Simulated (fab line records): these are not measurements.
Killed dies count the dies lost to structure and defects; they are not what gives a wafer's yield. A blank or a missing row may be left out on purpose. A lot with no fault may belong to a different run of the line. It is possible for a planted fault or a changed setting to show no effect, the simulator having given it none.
Matching of chambers || flow n5-finfet || 4 sister chambers for N5_DUMMY_GATE_ETCH_23 on rie-si-02
The step etches poly-Si in HBr/Cl2/O2, target depth 41 nm, time 22.3 s. 4 wafers are shown with their chamber, then 12 later ones without.

== WAFERS PAIRED WITH THEIR CHAMBERS ==
{"wafer": "L085.5", "chamber": 0, "throttle-valve-pct (%)": 37.23}
{"wafer": "L087.2", "chamber": 3, "throttle-valve-pct (%)": 36.77}
{"wafer": "L087.3", "chamber": 1, "throttle-valve-pct (%)": 36.86}
{"wafer": "L087.6", "chamber": 2, "throttle-valve-pct (%)": 37.06}

== WAFERS WHOSE CHAMBER IS MISSING ==
{"wafer": "L088.2", "throttle-valve-pct (%)": 36.76}
{"wafer": "L088.3", "throttle-valve-pct (%)": 37.07}
{"wafer": "L088.4", "throttle-valve-pct (%)": 36.85}
{"wafer": "L092.3", "throttle-valve-pct (%)": 37.21}
{"wafer": "L092.5", "throttle-valve-pct (%)": 36.77}
{"wafer": "L092.6", "throttle-valve-pct (%)": 37.22}
{"wafer": "L093.2", "throttle-valve-pct (%)": 37.23}
{"wafer": "L093.3", "throttle-valve-pct (%)": 36.78}
{"wafer": "L093.4", "throttle-valve-pct (%)": 36.88}
{"wafer": "L094.3", "throttle-valve-pct (%)": 36.87}
{"wafer": "L094.5", "throttle-valve-pct (%)": 36.87}
{"wafer": "L094.6", "throttle-valve-pct (%)": 37.23}

== WHICH CHAMBER EACH ONE RAN IN ==
{"wafer": "L088.2", "from the rows above": 3, "in truth": 3}
{"wafer": "L088.3", "from the rows above": 2, "in truth": 2}
{"wafer": "L088.4", "from the rows above": 1, "in truth": 1}
{"wafer": "L092.3", "from the rows above": 0, "in truth": 0}
{"wafer": "L092.5", "from the rows above": 3, "in truth": 3}
{"wafer": "L092.6", "from the rows above": 0, "in truth": 0}
{"wafer": "L093.2", "from the rows above": 0, "in truth": 0}
{"wafer": "L093.3", "from the rows above": 3, "in truth": 3}
{"wafer": "L093.4", "from the rows above": 1, "in truth": 1}
{"wafer": "L094.3", "from the rows above": 1, "in truth": 1}
{"wafer": "L094.5", "from the rows above": 1, "in truth": 1}
{"wafer": "L094.6", "from the rows above": 0, "in truth": 0}
12 of 12 placed correctly. Number that these rows cannot place: 0. Wrongly placed: 0.
How it was worked out, from the rows above alone: a wafer's distance from a chamber is the root of the sum, over the readings, of the square of ((its reading less the chamber's mean) divided by the reading's scatter). If the next closest chamber is less than 2 further off than the closest, the wafer can't be placed; otherwise it belongs to the closest. For every chamber, the mean is computed from those of its wafers that are shown. The scatter: with one shown wafer a chamber, the root of the mean of the squares of how far each hidden wafer lies from its nearest shown one.
